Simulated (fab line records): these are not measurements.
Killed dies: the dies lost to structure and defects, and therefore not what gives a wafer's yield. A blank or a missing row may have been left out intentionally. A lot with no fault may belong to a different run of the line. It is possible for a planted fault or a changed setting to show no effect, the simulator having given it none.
fab line records	flow nandHarc
record lots=6	wafers=16	lastDay=23
route steps=1159 shown P_CONTACT@236 P_M0@254 A_CHANNEL_HOLE_D1@465 END@1159
lots with no fault: from the same line, run without faults
startH: the number of hours between the record's first day and the start of the first shown wafer of the lot	waitH: hours since the lot's step before	" repeats the value in the row above	L1.1+2: a row that stands for several wafers	- no value present, or no start provided	* or withheld: withheld	< > ~ a bound
route shown NAME@n: NAME is a module with steps in the file, n the number in the route of the first one	usual: mean/standard deviation of fault-free wafers	same: alike in all rows	chamber/n: place in a boat	sites: each site's reading	_std_site: the standard deviation of these	_edge_site: mean of outer sites minus mean of inner sites	radiusMm: how far each site lies from the wafer's centre	mask NAME#n: copy n	behind: the tool/chamber that last shaped the wafer	hold: cause of the lot's hold/its duration in hours/its outcome	device: the n, p or np transistor that did not switch	end of line: at the end of the route, the tests of the same wafers	for a step that has no rows: nothing shown but its recipe	killed: dies that structure and defects cost at the first sort, which is not the same as the wafer's yield	map: shows each die of a wafer: x if killed, . if not, _ if none is there
set.NAME: the setting that was run; set.NAME@STEP: the one run at that earlier step	model.NAME: the simulator's own value behind a step, which no gauge read
a table for each step, a row for each wafer; lots at some steps of the route
services: when a tool's chamber went out of use (startH, in hours from the record's first day, below 0 if earlier), for how many hours, and the reason
## steps
# step NHARC_P_CONTACT_ETCH_35
# recipe targetDepthA=390	overEtchFrac=0.3	timeS=65	ionEnergyEv=80	cf4FlowSccm=150	arFlowSccm=0	rfW=300	biasW=100	chemistry=CF4
# usual chamberPressureMTorr=50.00/0.044	drypumpMotorCurrentA=5.4/0.43	oesProductAu=0.993/0.011	rfVppV=151.7/1.1	showerheadPlenumPTorr=1.80/0.053	throttleValvePct=13.285/0.0085
lot.wafer	tool	chamber	startH	waitH	chamberPressureMTorr	drypumpMotorCurrentA	oesProductAu	rfHoursCounterH	rfVppV	showerheadPlenumPTorr	throttleValvePct
L253.3	rieDiel-04	2	130.81	0.1	50.02	4.9	1.001	0	151.8	1.82	13.286
L253.1	"	3	"	"	50.06	5.3	0.994	1	152.8	1.82	13.293
L253.6	"	1	"	"	50.07	5.2	0.982	-	151.5	1.74	13.286
L255.3	rieDiel-04	2	133.01	0.1	50.08	4.8	0.987	1	152.3	1.82	13.284
L255.2	"	3	"	"	49.91	5.3	0.996	1	151.7	1.82	13.287
L255.5	"	3	"	"	49.95	5.3	0.992	-	151.1	1.82	13.295
L256.3	rieDiel-06	1	145.58	0.1	50.01	5.7	0.981	29	148.9	1.74	13.281
L256.6	"	2	"	"	50.07	5.5	0.990	-	153.5	1.87	13.296
L256.5	"	3	"	"	49.95	4.8	0.981	-	151.9	1.86	13.264
L262.3	rieDiel-04	1	186.42	0.1	50.05	5.3	0.964	6	151.5	1.74	13.284
L262.6	"	2	"	"	49.99	4.8	0.987	-	151.1	1.82	13.282
L261.4	rieDiel-02	2	186.69	0.1	50.02	6.2	0.991	2	151.5	1.81	13.296
L261.1	"	1	"	"	49.97	5.0	0.999	2	150.7	1.82	13.294
L268.3	rieDiel-04	3	216.56	0.1	50.01	5.3	0.985	8	152.5	1.82	13.280
L268.1	"	1	"	"	49.94	5.3	0.990	9	151.3	1.74	13.294
L268.5	"	3	"	"	49.99	5.3	0.995	-	151.8	1.82	13.286
# step NHARC_P_CONTACT_ETCH_36
# recipe targetDepthA=2600	overEtchFrac=0.25	timeS=406.25	ionEnergyEv=200	n2FlowSccm=150	h2FlowSccm=150	arFlowSccm=0	rfW=400	biasW=150	chemistry=N2/H2
# step NHARC_P_CONTACT_ETCH_18
# recipe targetDepthA=4810	timeS=240.5	c4f8FlowSccm=20	o2FlowSccm=10	arFlowSccm=withheld	rfW=600	biasW=1500	chemistry=C4F8/O2/Ar
# usual chamberPressureMTorr=24.998/0.022	oesProductAu=0.959/0.014	rfVppV=981/4.3
lot.wafer	tool	chamber	startH	waitH	chamberPressureMTorr	oesProductAu	rfHoursCounterH	rfVppV
L253.3	rieDiel-04	0	-	-	25.027	0.953	1	982
L253.1	"	1	"	"	24.958	0.953	0	976
L253.6	"	3	"	"	24.987	0.973	-	981
L255.2	rieDiel-04	2	-	-	24.979	0.966	1	981
L255.3	"	3	"	"	24.996	0.956	1	981
L255.5	"	0	"	"	25.034	0.949	-	983
L256.3	rieDiel-06	3	-	-	24.986	0.964	26	985
L256.6	"	1	"	"	24.997	0.971	-	975
L256.5	"	2	"	"	25.034	0.969	-	986
L262.3	rieDiel-04	1	-	-	25.008	0.960	6	976
L262.6	"	1	"	"	24.978	0.948	-	978
L261.4	rieDiel-02	0	-	-	25.019	0.952	2	971
L261.1	"	3	"	"	24.977	0.939	3	987
L268.3	rieDiel-04	2	-	-	24.983	0.950	8	981
L268.1	"	0	"	"	24.981	0.959	9	982
L268.5	"	3	"	"	24.959	0.949	-	984
# step NHARC_P_CONTACT_STRIP_37
# recipe c4f8FlowSccm=withheld	o2FlowSccm=8	arFlowSccm=withheld	biasW=0	chemistry=C4F8/O2/Ar
# step NHARC_P_CONTACT_ETCH_31
# recipe targetDepthA=300	timeS=85.7	ionEnergyEv=120	overEtchFrac=1	ch3fFlowSccm=50	o2FlowSccm=30	arFlowSccm=200	rfW=500	biasW=100	chemistry=CH3F/O2
# step NHARC_P_CONTACT_CD_MEAS_19
# usual cdNm=89.5/2.1
lot.wafer	tool	chamber	startH	waitH	cdNm
L253.1	cdSem-02	-	131.59	-	89.4
L253.3	"	-	"	"	92.4
L253.6	"	-	"	"	91.3
L255.2	cdSem-02	-	133.79	-	87.9
L255.3	"	-	"	"	91.7
L255.5	"	-	"	"	88.8
L256.3	cdSem-01	-	146.35	-	83.9
L256.5	"	-	"	"	89.1
L256.6	"	-	"	"	85.9
L262.3	cdSem-01	-	187.22	-	88.0
L262.6	"	-	"	"	90.1
L261.1	cdSem-02	-	187.52	-	90.6
L261.4	"	-	"	"	86.9
L268.1	cdSem-01	-	217.34	-	88.5
L268.3	"	-	"	"	89.2
L268.5	"	-	"	"	88.3
# step NHARC_P_CONTACT_STRIP_28
# recipe o2FlowSccm=500	arFlowSccm=0	biasW=0	chemistry=O2
# step NHARC_P_CONTACT_STRIP_29
# recipe timeS=1200	tempC=72.5	chemistry=postEtchResidueRemover
# step NHARC_P_CONTACT_DEGAS_38
# recipe tempC=300	timeS=60
# step NHARC_P_CONTACT_PRE_CLEAN_39
# recipe timeS=19.5	biasV=250	gas=Ar
# step NHARC_P_CONTACT_PVD_32
# recipe targetThkA=50	chamberPressurePa=5	powerW=5000	substrateTempC=200	timeS=17.7	material=Ti
# usual throttleValvePct=30.0/0.79
lot.wafer	tool	chamber	startH	waitH	throttleValvePct
L253.3	pvdSputter-02	-	-	-	30.3
L253.1	"	-	"	"	29.2
L253.6	"	-	"	"	30.2
L255.2	pvdSputter-03	-	-	-	31.7
L255.3	"	-	"	"	29.7
L255.5	"	-	"	"	29.8
L256.3	pvdSputter-01	-	-	-	29.3
L256.6	"	-	"	"	29.6
L256.5	"	-	"	"	30.1
L262.3	pvdSputter-02	-	-	-	30.1
L262.6	"	-	"	"	29.0
L261.4	pvdSputter-03	-	-	-	29.8
L261.1	"	-	"	"	29.5
L268.1	pvdSputter-01	-	-	-	30.1
L268.3	"	-	"	"	29.4
L268.5	"	-	"	"	30.2
# step NHARC_P_CONTACT_ALD_22
# recipe targetThkA=30	pulseTimeS=1	aldCycles=150	tempC=450	material=TiN
# step NHARC_P_CONTACT_CVD_23
# recipe targetThkA=2000	tempC=300	pressureTorr=40	wf6FlowSccm=40	h2FlowSccm=1600	arFlowSccm=1560	timeS=557	material=W
# usual chamberPressureTorr=39.98/0.086	heaterPowerW=472/53	throttleValvePct=7.95/0.21
lot.wafer	tool	chamber	startH	waitH	chamberPressureTorr	heaterPowerW	throttleValvePct
L253.1	cvdW-02	0	138.12	-	40.02	435	7.93
L253.3	"	1	"	"	40.03	567	8.05
L253.6	"	1	"	"	40.02	557	8.13
L255.2	cvdW-02	1	142.18	-	40.12	566	8.11
L255.3	"	1	"	"	40.08	573	8.11
L255.5	"	0	"	"	39.96	426	7.54
L256.3	cvdW-01	1	147.78	-	39.86	426	7.71
L256.5	"	0	"	"	39.86	510	8.33
L256.6	"	1	"	"	39.79	423	8.19
L262.3	cvdW-02	0	188.66	-	39.78	430	7.78
L262.6	"	0	"	"	39.95	430	7.74
L261.1	cvdW-02	0	189.02	-	40.03	405	7.94
L261.4	"	0	"	"	40.01	434	7.66
L268.1	cvdW-01	0	218.59	-	40.03	495	8.06
L268.3	"	1	"	"	40.07	430	7.77
L268.5	"	0	"	"	39.90	493	8.18
# step NHARC_P_CONTACT_CMP_24
# recipe tOverpolishS=30	targetThkNm=200
# usual motorCurrentA=12.1/0.84	overpolishRunS=30.000/0.0087	timeToEndpointS=41/3
lot.wafer	tool	chamber	startH	waitH	motorCurrentA	overpolishRunS	timeToEndpointS
L253.3	cmp-01	0	138.78	0.3	10.6	30.007	39
L253.1	"	2	"	"	11.7	29.996	43
L253.6	"	1	"	"	12.0	30.010	42
L255.3	cmp-01	2	142.83	0.4	12.0	29.998	40
L255.2	"	1	"	"	12.6	29.989	41
L255.5	"	2	"	"	12.3	30.003	40
L256.3	cmp-01	3	148.23	0.4	11.5	29.999	40
L256.6	"	0	"	"	11.0	29.991	41
L256.5	"	1	"	"	12.6	29.998	41
L262.3	cmp-02	0	189.12	0.4	11.3	30.013	37
L262.6	"	2	"	"	13.2	29.990	46
L261.4	cmp-03	2	189.61	0.3	13.0	30.000	36
L261.1	"	3	"	"	12.9	30.016	38
L268.3	cmp-03	0	219.15	0.4	11.7	29.997	48
L268.1	"	1	"	"	11.3	29.996	38
L268.5	"	0	"	"	12.3	30.001	45
# step NHARC_P_CONTACT_SRD_26
# step NHARC_P_M0_DEHYDRATE_01
# recipe tempC=150	timeS=120
# step NHARC_P_M0_HMDS_02
# recipe timeS=30
# step NHARC_P_M0_COAT_33
# recipe tempC=200	timeS=65
# step NHARC_P_M0_COAT_03
# recipe spinRpm=1500	resistThkNm=90
# step NHARC_P_M0_SOFTBAKE_04
# recipe tempC=105	timeS=55
# step NHARC_P_M0_EBR_05
# step NHARC_P_M0_EXPOSE_06
# recipe na=1.35	targetCdNm=90	doseMj=81.28	maskId=P_M0
# step NHARC_P_M0_PEB_07
# recipe pebTempC=100	pebTimeS=65
# step NHARC_P_M0_DEVELOP_08
# recipe developTimeS=35	devTempC=23
# step NHARC_P_M0_CD_MEAS_09
# recipe targetCdNm=90	landingEnergyEv=500
# usual cdNm=90.4/0.83
lot.wafer	tool	chamber	startH	waitH	cdNm
L253.1	cdSem-01	0	139.95	-	90.1
L253.3	"	0	"	"	89.7
L253.6	"	0	"	"	90.5
L255.2	cdSem-01	0	144.01	-	90.1
L255.3	"	0	"	"	90.4
L255.5	"	0	"	"	91.2
L256.3	cdSem-01	0	149.46	-	90.1
L256.5	"	0	"	"	89.1
L256.6	"	0	"	"	90.5
L262.3	cdSem-03	0	193.38	-	91.2
L262.6	"	0	"	"	91.5
L261.1	cdSem-01	0	193.66	-	90.6
L261.4	"	0	"	"	89.2
L268.1	cdSem-01	0	220.46	-	91.5
L268.3	"	0	"	"	89.5
L268.5	"	0	"	"	91.4
# step NHARC_P_M0_OVL_MEAS_10
# recipe pitchNm=180
# usual overlayXNm=-0.2/0.63	overlayYNm=0.0/0.88
lot.wafer	tool	chamber	startH	waitH	overlayXNm	overlayYNm
L253.1	overlay-02	-	140.04	-	-0.2	0.4
L253.3	"	-	"	"	-0.9	0.4
L253.6	"	-	"	"	-0.6	0.4
L255.2	overlay-01	-	144.09	-	-0.4	0.3
L255.3	"	-	"	"	-0.2	-0.2
L255.5	"	-	"	"	-0.1	0.4
L256.3	overlay-02	-	149.55	-	-1.0	-0.2
L256.5	"	-	"	"	-1.0	-0.9
L256.6	"	-	"	"	-0.7	-0.8
L262.3	overlay-02	-	193.47	-	-0.3	-2.0
L262.6	"	-	"	"	-0.1	-2.1
L261.1	overlay-01	-	193.75	-	0.3	0.0
L261.4	"	-	"	"	0.5	0.2
L268.1	overlay-01	-	220.55	-	0.4	0.3
L268.3	"	-	"	"	0.0	0.3
L268.5	"	-	"	"	-0.2	0.8
# step NHARC_P_M0_ETCH_34
# recipe targetDepthA=400	overetchA=120	timeS=43.94	ionEnergyEv=200	n2FlowSccm=150	h2FlowSccm=150	arFlowSccm=0	rfW=400	biasW=150	chemistry=N2/H2
# step NHARC_P_M0_ETCH_15
# recipe targetDepthA=1500	overetchA=150	timeS=82.5	c4f8FlowSccm=withheld	arFlowSccm=400	rfW=600	biasW=300	chemistry=C4F8/Ar
# step NHARC_P_M0_CD_MEAS_16
# usual cdNm=90.3/1.2
lot.wafer	tool	chamber	startH	waitH	cdNm
L253.1	cdSem-01	-	140.47	-	90.4
L253.3	"	-	"	"	89.5
L253.6	"	-	"	"	91.4
L255.2	cdSem-03	-	144.51	-	90.7
L255.3	"	-	"	"	91.2
L255.5	"	-	"	"	90.4
L256.3	cdSem-01	-	149.95	-	90.4
L256.5	"	-	"	"	88.9
L256.6	"	-	"	"	90.3
L261.1	cdSem-03	-	196.10	-	91.2
L261.4	"	-	"	"	89.0
L262.3	cdSem-02	-	201.15	-	92.3
L262.6	"	-	"	"	91.0
L268.1	cdSem-01	-	220.94	-	90.2
L268.3	"	-	"	"	88.7
L268.5	"	-	"	"	91.1
# step NHARC_P_M0_STRIP_18
# recipe powerW=1000	n2FlowSccm=150	h2FlowSccm=150	arFlowSccm=0	biasW=0	chemistry=N2/H2
# step NHARC_P_M0_STRIP_19
# recipe timeS=600	tempC=30	chemistry=postEtchResidueRemover
# step NHARC_P_M0_DEGAS_28
# recipe tempC=250	timeS=60
# step NHARC_P_M0_PRE_CLEAN_29
# recipe timeS=30	tempC=280	gas=H2/He
# usual heaterPowerW=419/41
lot.wafer	tool	chamber	startH	waitH	heaterPowerW
L253.3	pvdSputter-03	-	-	-	443
L253.1	"	-	"	"	467
L253.6	"	-	"	"	443
L255.3	pvdSputter-03	-	-	-	471
L255.2	"	-	"	"	431
L255.5	"	-	"	"	471
L256.3	pvdSputter-01	-	-	-	361
L256.5	"	-	"	"	433
L256.6	"	-	"	"	375
L261.4	pvdSputter-01	-	-	-	395
L261.1	"	-	"	"	343
L262.3	pvdSputter-02	-	-	-	349
L262.6	"	-	"	"	473
L268.1	pvdSputter-01	-	-	-	404
L268.3	"	-	"	"	415
L268.5	"	-	"	"	397
# step NHARC_P_M0_PVD_20
# recipe targetThkA=50	biasV=168.6	powerW=15000	chamberPressurePa=0.12	timeS=8.06	substrateTempC=50	material=TaN
# step NHARC_P_M0_PVD_21
# recipe targetThkA=300	chamberPressurePa=5	powerW=5000	substrateTempC=30	timeS=20.49	material=Cu
# step NHARC_P_M0_ECD_22
# recipe targetThkA=4000	bathTempC=25	material=Cu
# step NHARC_P_M0_ANNEAL_30
# recipe tempC=225	timeS=90
# step NHARC_A_CHANNEL_HOLE_D1_DESCUM_15
# recipe timeS=3	o2FlowSccm=200	arFlowSccm=0	biasPowerW=0	chemistry=O2
# usual chamberPressureMTorr=60.00/0.055	drypumpMotorCurrentA=5.7/0.47	oesProductAu=1.000/0.014	rfVppV=57.9/0.96	showerheadPlenumPTorr=1.93/0.09	throttleValvePct=11.311/0.0081
lot.wafer	tool	chamber	startH	waitH	chamberPressureMTorr	drypumpMotorCurrentA	oesProductAu	rfHoursCounterH	rfVppV	showerheadPlenumPTorr	throttleValvePct	model.A_CHANNEL_HOLE_D1.cdNm
L255.2	rieDiel-10	2	200.40	0.1	59.97	5.3	0.990	1.1	56.5	1.83	11.305	100.5
L255.3	"	3	"	"	60.03	5.0	0.983	1.4	58.3	2.05	11.321	101.5
L255.5	"	2	"	"	60.02	5.3	0.991	-	57.0	1.83	11.317	99.93
L253.1	rieDiel-03	1	200.47	0.1	60.11	6.1	1.020	12.4	56.8	1.82	11.312	100.6
L253.3	"	1	"	"	59.95	6.1	1.019	-	58.1	1.82	11.321	100.4
L253.6	"	1	"	"	60.02	6.1	1.028	-	56.8	1.82	11.318	100.3
L256.3	rieDiel-10	3	210.86	0.1	59.90	5.0	0.996	2.5	60.6	2.05	11.312	99.34
L256.6	"	1	"	"	59.97	5.7	0.988	-	56.8	1.85	11.321	100.1
L256.5	"	2	"	"	60.06	5.3	0.980	-	56.8	1.83	11.313	100.6
L262.3	rieDiel-10	1	270.24	0.3	60.08	5.7	0.994	5.6	58.2	1.85	11.314	99.59
L262.6	"	3	"	"	59.94	5.0	1.006	-	58.3	2.05	11.315	100
L261.1	rieDiel-05	3	272.70	0.1	60.00	5.7	0.987	4.9	58.4	1.93	11.321	101
L261.4	"	0	"	"	60.07	5.5	1.005	4.1	58.2	2.00	11.324	100.6
L268.3	rieDiel-05	1	276.43	0.1	59.94	6.7	0.996	5.8	59.0	2.05	11.309	99.7
L268.1	"	2	"	"	60.02	5.3	1.008	6.6	57.6	1.87	11.305	99.34
L268.5	"	0	"	"	59.98	5.5	1.003	-	58.5	2.00	11.314	99.57
# step NHARC_END_SORT_01
# recipe tempC=25
# usual killedAtArray=25/7.8	killedAtOther=0.6/0.81	killedAtPeriphery=3.3/2.2	killedDies=29/8.2	killedOpen=3.5/1.9	killedShort=1.8/1.3
# same grossDies=677
lot.wafer	tool	chamber	startH	waitH	killedAtArray	killedAtOther	killedAtPeriphery	killedDies	killedOpen	killedShort
L262.6	prober-02	0	548.01	4.0	26	0	91	117	6	0
L261.1	prober-02	0	557.95	2.5	31	0	96	127	3	1
L261.4	prober-02	0	560.34	3.4	26	2	94	122	2	0
# killed by level:class
L262.6 P_CONTACT:unspecified=90 A_SLIT:chamberFilmFlake=10 A_CONTACT:chamberFilmFlake=4 A_CONTACT:geometricParticle:open=2 A_CHANNEL_HOLE_D1:chamberFilmFlake=2 A_CHANNEL_FILL_D1:chamberFilmFlake=2 A_STAIRCASE:chamberFilmFlake=2 P_GATE:geometricParticle:open=1
L261.1 P_CONTACT:unspecified=93 A_CHANNEL_HOLE_D1:chamberFilmFlake=11 A_SLIT:chamberFilmFlake=11 A_CONTACT:chamberFilmFlake=5 A_ZERO_WELL:chamberFilmFlake=2 P_GATE:geometricParticle:open=1 P_M0:geometricParticle:open=1 A_WL_FILL:geometricParticle:short=1
L261.4 P_CONTACT:unspecified=93 A_SLIT:chamberFilmFlake=14 A_CHANNEL_HOLE_D1:chamberFilmFlake=7 A_CONTACT:chamberFilmFlake=3 P_GATE:geometricParticle:open=1 A_BLC:geometricParticle:open=1 A_CHANNEL_FILL_D1:chamberFilmFlake=1 HYBRID_BOND:chamberFilmFlake=1
# map L261.1 (x killed, . not)
____________x____________
_________......._________
_______..........._______
______............x______
_____..........x...x_____
____...............xx____
____...............xx____
___.................x.___
___.....x.x........xx.___
__..........x.x........__
__...x...x.......x....x__
_...........x..........._
_......xx.......x......._
_..........x............_
_.......x.x............._
_.................x....._
.......x.................
...........x.............
.....................x...
.........................
...........x.............
_..........xx.......x..._
_.....x......x.........._
_.......x.xxx..........._
_.......xxxxxx.x........_
_.......xxxxxx.........._
__.....xxxxxxx.........__
__....xxxxxxxxx........__
___....xxxxxxx........___
___.....xxxxxxxx......___
____...xxxxxxxx......____
____...xxxxxxxx......____
_____..xxxxxxxx.x..._____
______.xxxxxxxx....______
_______..xxxx.x..._______
_________xxxxx.._________
____________.____________
# map L262.6 (x killed, . not)
____________.____________
_________......._________
_______..........._______
______.............______
_____.............x._____
____...............x.____
____..............x..____
___...............x.x.___
___.................x.___
__..................xx.__
__..................x..__
_...................xx.._
_...................x..._
_x......................_
_..............x..x....x_
_......x................_
...........x....x......x.
........x................
....x....................
....x....................
.........................
_....................x.._
_...xx....x............._
_........xxx.x.........._
_........x.xxx.x........_
_.......xxxxxxx........._
__....xxxxxxxxx........__
__.....xxxxxxxxx.......__
___....xxxxxxxxx......___
___...xxxxxxxxx.......___
____...xxxxxxxx......____
____...xxxxxxxxx.....____
_____...xxxxxxxx...._____
______..xxxxx......______
_______x..xxx....._______
_________xx.xx.._________
____________.____________
## services
tool	chamber	startH	hours	kind
pvdSputter-01	-	110.59	2.9	repair
rieDiel-04	-	112.00	9.0	pm
cvdW-01	-	113.68	13.0	pm
cvdW-02	-	114.53	0.8	repair
rieDiel-06	1	114.89	7.5	repair
pvdSputter-03	-	131.62	1.7	repair
rieDiel-06	0	134.51	4.2	repair
cmp-03	-	156.00	4.0	pm
pvdSputter-01	-	156.06	3.1	repair
rieDiel-10	2	161.02	4.8	repair
rieDiel-05	-	163.70	9.0	pm
cmp-03	-	164.57	2.1	repair
rieDiel-10	0	165.64	6.9	repair
rieDiel-06	2	166.59	1.2	repair
rieDiel-10	-	176.50	9.0	pm
cmp-01	-	179.54	4.0	pm
rieDiel-04	-	184.48	1.1	repair
pvdSputter-01	-	195.95	5.0	repair
cvdW-02	-	197.56	13.0	pm
pvdSputter-02	-	215.79	10.0	pm
rieDiel-10	1	238.02	9.0	repair
rieDiel-06	2	239.20	17.2	repair
rieDiel-06	-	241.58	9.0	pm
cmp-01	-	251.72	2.8	repair
## key
firstSign step=NHARC_END_SORT_01	reading=killedAtPeriphery	direction=up	sigmas=41	usual=3.3	struck=93.7
effect step=NHARC_END_SORT_01	reading=killedDies	direction=up	sigmas=11	usual=29	struck=122
modelEffect step=NHARC_A_CHANNEL_HOLE_D1_DESCUM_15	value=A_CHANNEL_HOLE_D1.cdNm	without=100.4	struck=100.3
moreKillsBornAt NHARC_P_CONTACT_CVD_23@cvdW-02=276
metAt NHARC_P_CONTACT_CVD_23
struckWafers L261.1,L261.4,L262.3,L262.6
rowsEnd L262.3
testerLeftOut L261,L262
onsetBetween 142.18 188.66
fault kind=chamberParticleSource	tool=cvdW-02	chamber=0	onsetH=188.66	steps=NHARC_P_CONTACT_CVD_23	ratePerVisitCm2=1.1181	endH=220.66
# testerLeftOut: of these lots the tester's yield and bins aren't shown, on N5 and GAA mostly nor the transistor test; their killed dies are dies lost to structure and defects alone, not to doping, threshold or leakage, so they don't give the yield
# rowsEnd: these wafers met a further fault down the route, and their rows from its step on are left out
